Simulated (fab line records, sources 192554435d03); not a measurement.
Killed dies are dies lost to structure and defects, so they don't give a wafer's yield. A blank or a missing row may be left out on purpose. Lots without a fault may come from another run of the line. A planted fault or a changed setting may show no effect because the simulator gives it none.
Chamber matching | flow n5_finfet | N5_BEOL_M9_CURE_71 on uv_cure-03: 3 sister chambers
The step cures SiCOH lowk, time 240 s. 20 wafers are shown with their chamber, then 10 later ones without.

WAFERS WITH THEIR CHAMBER
wafer  | chamber | wafer_temp_C_max | lamp_power_pct (%)
L076.1 | 0       | 387.3            | 52.38
L076.4 | 0       | 386.9            | 52.35
L076.6 | 0       | 386.7            | 52.29
L080.1 | 0       | 387.6            | 52.27
L080.2 | 0       | 387.4            | 52.33
L080.5 | 0       | 386.4            | 52.40
L081.1 | 2       | 386.7            | 52.26
L081.3 | 2       | 387.2            | 52.31
L081.4 | 2       | 386.0            | 52.29
L084.3 | 1       | 388.0            | 52.34
L084.5 | 1       | 387.9            | 52.28
L084.6 | 1       | 388.3            | 52.28
L092.2 | 1       | 388.6            | 52.34
L092.3 | 1       | 388.1            | 52.25
L092.4 | 1       | 387.7            | 52.28
L087.3 | 2       | 386.4            | 52.26
L087.4 | 2       | 386.3            | 52.23
L087.6 | 2       | 386.4            | 52.39
L090.2 | 2       | 386.5            | 52.32
L090.4 | 2       | 386.6            | 52.38

SIGNATURES (means of the wafers above)
reading          | chamber 0 | chamber 1 | chamber 2 | scatter within a chamber
wafer_temp_C_max | 387.050   | 388.100   | 386.512   | 0.376
lamp_power_pct   | 52.3367   | 52.2950   | 52.3050   | 0.05
Rule: a wafer's distance from a chamber is the root of the sum, over the readings, of the square of ((its reading less the chamber's mean) divided by the reading's scatter). The wafer belongs to the nearest chamber; if the next one is less than 2 further off, it can't be placed. The scatter: the root of (the sum of the squares of (reading less its chamber's mean) over the shown wafers, divided by (wafers less chambers)).

WAFERS WITHOUT THEIR CHAMBER
wafer  | wafer_temp_C_max | lamp_power_pct (%)
L090.5 | 386.6            | 52.29
L093.3 | 388.9            | 52.37
L093.5 | 387.6            | 52.27
L093.6 | 387.8            | 52.40
L097.1 | 387.0            | 52.43
L097.2 | 387.0            | 52.27
L097.6 | 387.3            | 52.19
L096.1 | 386.6            | 52.31
L096.3 | 386.2            | 52.37
L096.6 | 386.9            | 52.36

WHICH CHAMBER EACH WENT THROUGH
wafer  | from the rows above          | in truth
L090.5 | can't be placed: 2 or 0      | 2
L093.3 | 1                            | 1
L093.5 | can't be placed: 1 or 0 or 2 | 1
L093.6 | can't be placed: 1 or 0 or 2 | 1
L097.1 | can't be placed: 0 or 2      | 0
L097.2 | can't be placed: 0 or 2 or 1 | 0
L097.6 | can't be placed: 1 or 0 or 2 | 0
L096.1 | can't be placed: 2 or 0      | 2
L096.3 | can't be placed: 2 or 0      | 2
L096.6 | can't be placed: 0 or 2      | 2
Placed correctly: 1 of 10. Can't be placed from these rows: 9 (the true chamber is among the candidates in 9). Placed wrongly: 0.
